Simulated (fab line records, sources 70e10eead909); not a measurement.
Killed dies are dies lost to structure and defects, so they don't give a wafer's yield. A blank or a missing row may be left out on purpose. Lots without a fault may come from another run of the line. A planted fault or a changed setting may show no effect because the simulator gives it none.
Chamber matching | flow nand_harc | NHARC_A_CHANNEL_FILL_D2_ETCHBACK_19 on rie_si-06: 4 sister chambers
The step etches the open film in HBr/Cl2, target depth 5 nm, time 1.7 s. 4 wafers are shown with their chamber, then 10 later ones without.

WAFERS WITH THEIR CHAMBER
wafer  | chamber | oes_product_au (a.u.)
L079.3 | 0       | 1.011
L086.6 | 3       | 0.998
L088.1 | 2       | 1.011
L088.2 | 1       | 0.989

WAFERS WITHOUT THEIR CHAMBER
wafer  | oes_product_au (a.u.)
L088.4 | 0.992
L089.3 | 1.011
L089.4 | 1.006
L089.5 | 1.007
L091.3 | 1.002
L091.5 | 1.006
L091.6 | 0.990
L093.2 | 0.997
L093.4 | 0.996
L093.6 | 1.003

WHICH CHAMBER EACH WENT THROUGH
wafer  | from the rows above          | in truth
L088.4 | can't be placed: 1 or 3      | 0
L089.3 | can't be placed: 0 or 2      | 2
L089.4 | can't be placed: 0 or 2 or 3 | 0
L089.5 | can't be placed: 0 or 2 or 3 | 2
L091.3 | can't be placed: 3 or 0 or 2 | 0
L091.5 | can't be placed: 0 or 2 or 3 | 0
L091.6 | 1                            | 1
L093.2 | 3                            | 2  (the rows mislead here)
L093.4 | can't be placed: 3 or 1      | 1
L093.6 | can't be placed: 3 or 0 or 2 | 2
Placed correctly: 1 of 10. Can't be placed from these rows: 8 (the true chamber is among the candidates in 7). Placed wrongly: 1.
How it was worked out, from the rows above alone: a wafer's distance from a chamber is the root of the sum, over the readings, of the square of ((its reading less the chamber's mean) divided by the reading's scatter). The wafer belongs to the nearest chamber; if the next one is less than 2 further off, it can't be placed. A chamber's mean is the mean of its shown wafers. The scatter: with one shown wafer a chamber, the root of the mean of the squares of how far each hidden wafer lies from its nearest shown one.
